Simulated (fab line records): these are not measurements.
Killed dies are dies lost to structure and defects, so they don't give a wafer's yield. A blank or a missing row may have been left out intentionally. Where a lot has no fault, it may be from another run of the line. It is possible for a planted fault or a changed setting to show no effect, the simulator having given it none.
Matching of chambers + flow n5Finfet + N5_BEOL_M10_ILD_DEP_00 on pecvd-03: 3 sister chambers
The step deposits SiCOH lowk from DEMS/porogen, target thk 308.51 nm, time 58 s. 6 wafers are shown with their chamber, then 11 later ones without.

== WAFERS WITH THEIR CHAMBER ==
| wafer  | chamber | throttleValvePct (%) | heaterPowerW (W) |
|--------|---------|----------------------|------------------|
| L084.4 | 1       | 13.7                 | 327              |
| L084.6 | 0       | 13.7                 | 247              |
| L089.1 | 1       | 13.4                 | 340              |
| L089.2 | 0       | 13.6                 | 215              |
| L089.3 | 2       | 12.7                 | 299              |
| L090.3 | 2       | 12.8                 | 279              |

== WAFERS WITH NO CHAMBER GIVEN ==
| wafer  | throttleValvePct (%) | heaterPowerW (W) |
|--------|----------------------|------------------|
| L090.4 | 12.5                 | 292              |
| L090.6 | 13.5                 | 193              |
| L093.1 | 12.5                 | 248              |
| L093.5 | 13.5                 | 335              |
| L093.6 | 13.9                 | 209              |
| L091.1 | 13.6                 | 359              |
| L091.2 | 12.7                 | 280              |
| L091.3 | 13.7                 | 226              |
| L091.4 | 13.4                 | 288              |
| L091.5 | 13.8                 | 234              |
| L091.6 | 13.0                 | 290              |

== EACH ONE'S CHAMBER ==
| wafer  | from the rows above          | in truth |
|--------|------------------------------|----------|
| L090.4 | 2                            | 2        |
| L090.6 | 0                            | 0        |
| L093.1 | 2                            | 2        |
| L093.5 | 1                            | 1        |
| L093.6 | 0                            | 0        |
| L091.1 | 1                            | 1        |
| L091.2 | 2                            | 2        |
| L091.3 | 0                            | 0        |
| L091.4 | can't be placed: 1 or 0 or 2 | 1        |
| L091.5 | 0                            | 0        |
| L091.6 | 2                            | 2        |
Correctly placed: 10 of 11. From these rows, 1 cannot be placed; in 1 the true chamber is one of the candidates. Wrongly placed: 0.
How it was worked out, from the rows above alone: a wafer's distance from a chamber is the root of the sum, over the readings, of the square of ((its reading less the chamber's mean) divided by the reading's scatter). If the next closest chamber is less than 2 further off than the closest, the wafer can't be placed; otherwise it belongs to the closest. A chamber's mean is the mean of its shown wafers. The scatter is the square root of a quotient: the sum, over the shown wafers, of each reading's squared deviation from its chamber's mean, divided by wafers minus chambers.
